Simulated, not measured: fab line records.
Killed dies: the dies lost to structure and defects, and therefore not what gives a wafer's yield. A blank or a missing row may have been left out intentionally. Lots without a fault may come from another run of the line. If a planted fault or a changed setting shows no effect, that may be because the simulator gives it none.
Which tool is to blame? -- flow n5_finfet -- 9 lots, 27 wafers sampled, at 5 steps of a route of 1938

## WHAT THE GAUGES READ, wafer by wafer
N5_BEOL_M4_RC_MEAS_101. Usual: DIBL_N 36.8 mV/V, standard deviation 1.5; DIBL_P 37.1 mV/V, standard deviation 2.1; IOFF_N 0.168 nA/um, standard deviation 0.03; IOFF_P 0.22 nA/um, standard deviation 0.034; ION_N 679 uA/um, standard deviation 12; ION_P 466 uA/um, standard deviation 8; SS_N 71.7 mV/dec, standard deviation 0.58; SS_P 73.5 mV/dec, standard deviation 0.67; VT_N 248.8 mV, standard deviation 2.7; VT_P -250 mV, standard deviation 3.3.
lot,measured,on,DIBL_N (mV/V),DIBL_P (mV/V),IOFF_N (nA/um),IOFF_P (nA/um),ION_N (uA/um),ION_P (uA/um),SS_N (mV/dec),SS_P (mV/dec),VT_N (mV),VT_P (mV),flag
L137,day 8 13:29,prober-01,37.0 36.9 37.1,36.1 36.0 36.1,0.146 0.146 0.148,0.19 0.20 0.20,678 675 672,461 462 461,71.5 70.6 70.9,73.5 72.9 73.4,249.8 247.4 248.0,-253 -249 -250,
L138,day 8 13:56,prober-02,36.8 37.9 37.9,36.8 38.8 37.6,0.162 0.184 0.190,0.26 0.29 0.26,690 689 704,482 479 486,71.3 71.8 71.9,73.5 74.2 73.5,248.8 249.6 246.3,-246 -242 -246,
L139,day 8 11:34,prober-02,36.4 38.7 36.0,37.5 40.5 37.8,0.165 0.200 0.152,0.22 0.27 0.23,677 687 679,468 468 468,71.8 72.6 71.0,72.7 74.0 72.7,247.4 246.2 251.6,-253 -247 -246,
L142,day 9 15:16,prober-02,39.4 37.6 37.8,37.8 36.6 37.7,0.201 0.169 0.178,0.25 0.23 0.25,695 684 695,471 466 478,71.9 72.0 72.0,74.3 73.3 73.8,248.2 250.7 247.1,-249 -246 -243,
L143,day 9 19:59,prober-02,38.5 35.3 37.8,38.9 36.3 39.0,0.202 0.153 0.204,0.22 0.19 0.24,682 678 696,455 466 467,72.4 72.1 72.0,74.0 73.2 74.1,246.2 250.0 245.2,-250 -253 -249,
L146,day 10 21:23,prober-01,35.2 34.9 33.5,34.7 33.7 31.6,0.149 0.131 0.115,0.19 0.18 0.15,680 663 658,466 459 449,71.2 71.7 71.1,73.7 73.0 72.5,248.8 252.6 254.1,-253 -254 -255,
L151,day 11 22:59,prober-01,37.2 38.1 35.6,37.4 38.0 35.5,0.178 0.182 0.146,0.23 0.25 0.20,690 689 683,467 470 468,71.8 71.6 70.7,72.4 73.9 72.7,245.2 247.6 251.3,-249 -247 -249,
L156,day 13 00:08,prober-02,39.5 36.3 37.7,39.8 36.0 37.7,0.233 0.149 0.182,0.28 0.21 0.23,712 687 695,478 472 476,71.8 71.4 72.2,74.5 73.2 73.2,244.4 250.9 248.9,-247 -249 -250,
L158,day 14 02:40,prober-01,37.7 38.0 35.4,38.6 37.2 34.7,0.167 0.171 0.135,0.25 0.22 0.18,676 680 667,467 469 455,71.3 71.0 71.3,73.1 72.6 72.9,249.5 249.2 252.4,-246 -248 -251,

## WHAT TOOL EACH LOT RAN ON (gives the tool, then ch and the chambers of the sampled wafers, and finally the start)
lot,N5_SDB_HM_OPEN_20,N5_HKMG_FIN_HK_ANNEAL_02,N5_HKMG_FIN_ETCH_55,N5_HKMG_FIN_STRIP_57
L137,"rie_diel-06 ch 0,2, day 4 06:12","rtp_anneal-02 ch 0, day 4 13:21","rie_diel-01 ch 2,3, day 4 14:28","rie_diel-01 ch 2,3, day 4 14:39"
L138,"rie_diel-06 ch 0,1,2, day 4 10:13","rtp_anneal-01 ch 0, day 4 14:40","rie_diel-01 ch 1,2,3, day 4 15:46","rie_diel-01 ch 1,2,3, day 4 15:58"
L139,"rie_diel-01 ch 0,1, day 4 18:56","rtp_anneal-02 ch 0, day 4 23:47","rie_diel-06 ch 1,2, day 5 00:46","rie_diel-06 ch 1,2, day 5 00:57"
L142,"rie_diel-02 ch 0,1,3, day 5 13:34","rtp_anneal-02 ch 0, day 5 18:53","rie_diel-06 ch 0,2,3, day 5 19:59","rie_diel-06 ch 0,2,3, day 5 20:10"
L143,"rie_diel-01 ch 1,2,3, day 5 19:12","rtp_anneal-02 ch 0, day 5 23:42","rie_diel-02 ch 0,3, day 6 00:32","rie_diel-02 ch 0,3, day 6 00:43"
L146,"rie_diel-06 ch 0,1, day 6 13:29","rtp_anneal-01 ch 0, day 6 18:07","rie_diel-06 ch 1,2,3, day 6 19:01","rie_diel-06 ch 1,2,3, day 6 19:13"
L151,"rie_diel-01 ch 0,1, day 7 17:31","rtp_anneal-01 ch 0, day 7 22:07","rie_diel-06 ch 0,1,2, day 7 22:54","rie_diel-06 ch 0,1,2, day 7 23:05"
L156,"rie_diel-02 ch 0,1,3, day 8 23:19","rtp_anneal-01 ch 0, day 9 03:58","rie_diel-01 ch 0,2,3, day 9 04:53","rie_diel-01 ch 0,2,3, day 9 05:05"
L158,"rie_diel-01 ch 0,1,2, day 9 10:30","rtp_anneal-02 ch 0, day 9 15:59","rie_diel-01 ch 0,2,3, day 9 16:46","rie_diel-01 ch 0,2,3, day 9 16:58"
- N5_SDB_HM_OPEN_20: chemistry CH3F/O2, target SiNx, stops on poly-Si, target depth 24 nm.
- N5_HKMG_FIN_HK_ANNEAL_02: time 30 s.
- N5_HKMG_FIN_ETCH_55: etches SOC in N2/H2, target depth 240 nm, time 300 s.
- N5_HKMG_FIN_STRIP_57: strips in CF4.

## WHAT THE TOOLS THEMSELVES READ (means of the sampled wafers that have a number; where no wafer has one, the mark that the record gives instead)
N5_SDB_HM_OPEN_20. Usual: drypump_motor_current_A 5.6 A, standard deviation 0.47; oes_product_au 0.66 a.u., standard deviation 0.071; rf_vpp_V 294 V, standard deviation 5; showerhead_plenum_p_Torr 2.01 Torr, standard deviation 0.075; throttle_valve_pct 16.38 %, standard deviation 0.26.
lot,tool,drypump_motor_current_A (A),oes_product_au (a.u.),rf_vpp_V (V),showerhead_plenum_p_Torr (Torr),throttle_valve_pct (%),flag
L137,rie_diel-06,5.6,0.65,290,2.10,16.51,
L138,rie_diel-06,5.8,0.63,294,2.06,16.44,
L139,rie_diel-01,4.9,0.61,297,1.95,16.55,
L142,rie_diel-02,6.0,0.68,290,2.02,16.35,
L143,rie_diel-01,5.5,0.65,300,1.98,16.48,
L146,rie_diel-06,5.9,0.73,296,2.07,16.10,
L151,rie_diel-01,4.9,0.60,297,1.94,16.60,
L156,rie_diel-02,6.0,0.70,290,2.01,16.25,
L158,rie_diel-01,5.3,0.64,295,1.98,16.40,

N5_HKMG_FIN_HK_ANNEAL_02. Usual: lamp_power_pct 8.80 %, standard deviation 0.054; lamp_zone_3_pct 8.800 %, standard deviation 0.0098; wafer_temp_C_max 702.9, standard deviation 0.64.
lot,tool,lamp_power_pct (%),lamp_zone_3_pct (%),wafer_temp_C_max,flag
L137,rtp_anneal-02,8.80,8.805,702.6,
L138,rtp_anneal-01,8.86,8.795,702.7,
L139,rtp_anneal-02,8.80,8.802,702.7,
L142,rtp_anneal-02,8.79,8.792,702.6,
L143,rtp_anneal-02,8.77,8.796,703.3,
L146,rtp_anneal-01,8.82,8.805,703.2,
L151,rtp_anneal-01,8.80,8.809,703.2,
L156,rtp_anneal-01,8.80,8.802,702.9,
L158,rtp_anneal-02,8.82,8.802,702.9,

N5_HKMG_FIN_ETCH_55. Usual: drypump_motor_current_A 5.6 A, standard deviation 0.49; h2_flow_sccm 200.0 sccm, standard deviation 0.6; oes_product_au 0.82 a.u., standard deviation 0.1; rf_vpp_V 524.0 V, standard deviation 2.4; showerhead_plenum_p_Torr 2.55 Torr, standard deviation 0.089; throttle_valve_pct 17.9 %, standard deviation 0.32.
lot,tool,drypump_motor_current_A (A),h2_flow_sccm (sccm),oes_product_au (a.u.),rf_vpp_V (V),showerhead_plenum_p_Torr (Torr),throttle_valve_pct (%),flag
L137,rie_diel-01,5.7,200.1,0.88,524.8,2.52,17.7,
L138,rie_diel-01,5.5,200.2,0.82,523.5,2.51,18.0,
L139,rie_diel-06,6.0,200.0,0.69,524.1,2.54,18.0,
L142,rie_diel-06,5.6,199.6,0.83,525.8,2.61,17.9,
L143,rie_diel-02,5.7,200.3,0.86,526.9,2.64,17.9,
L146,rie_diel-06,5.8,200.3,0.86,523.5,2.53,17.9,
L151,rie_diel-06,5.8,199.6,1.12,525.5,2.60,17.8,OFF
L156,rie_diel-01,5.4,199.6,0.84,523.2,2.53,17.7,
L158,rie_diel-01,5.4,199.6,0.83,524.2,2.53,17.7,

N5_HKMG_FIN_STRIP_57. Usual: drypump_motor_current_A 5.6 A, standard deviation 0.49; oes_product_au 0.80 a.u., standard deviation 0.092; rf_vpp_V 271.2 V, standard deviation 1.4; showerhead_plenum_p_Torr 1.79 Torr, standard deviation 0.058; throttle_valve_pct 13.58 %, standard deviation 0.27.
lot,tool,drypump_motor_current_A (A),oes_product_au (a.u.),rf_vpp_V (V),showerhead_plenum_p_Torr (Torr),throttle_valve_pct (%),flag
L137,rie_diel-01,5.7,0.87,271.0,1.80,13.46,
L138,rie_diel-01,5.5,0.80,271.0,1.78,13.65,
L139,rie_diel-06,6.0,0.68,271.4,1.79,13.85,
L142,rie_diel-06,5.6,0.80,271.9,1.82,13.55,
L143,rie_diel-02,5.7,0.84,272.0,1.86,13.52,
L146,rie_diel-06,5.7,0.83,271.0,1.78,13.57,
L151,rie_diel-06,5.8,0.82,271.8,1.83,13.52,
L156,rie_diel-01,5.4,0.84,270.5,1.79,13.45,
L158,rie_diel-01,5.4,0.83,270.9,1.79,13.45,

## THE ANSWER, worked out from the rows above alone
Rule: a lot is off if the mean of its wafers that have a number lies more than 3 standard deviations from the usual mean. Also off: a lot with no number at a reading for which 4 or more lots have one. The other lots that the step has rows for count as sound. The gauges are gone through in route order, then the tools' own readings, and for those a lot's mean is taken as printed above. The first step at which some lot is off is used, and at that step the reading that is off furthest; a lot without a number counts as furthest.
Off at N5_HKMG_FIN_ETCH_55 (oes_product_au): L151.
A tool fits if, at that step or a process step before it, it ran every lot that is off, and no sound lot after the first of them. One candidate fits, namely rie_diel-06 at N5_HKMG_FIN_ETCH_55. Its last sound lot is L146 (day 6 19:01), its first lot that is off L151 (day 7 22:54): a fault that began between those two fits.
The tool's own readings at N5_HKMG_FIN_ETCH_55 bear it out: on the lots that are off they differ by more than 5 times the standard deviation of the sound lots' means. oes_product_au reads 1.12 a.u. there against 0.83 a.u. on the sound lots.

## WHAT THE SIMULATOR HAD INSERTED
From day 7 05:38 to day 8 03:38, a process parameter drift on rie_diel-06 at N5_HKMG_FIN_ETCH_55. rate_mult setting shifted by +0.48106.
Shown lots that were struck: L151. The rule above reached the same finding.
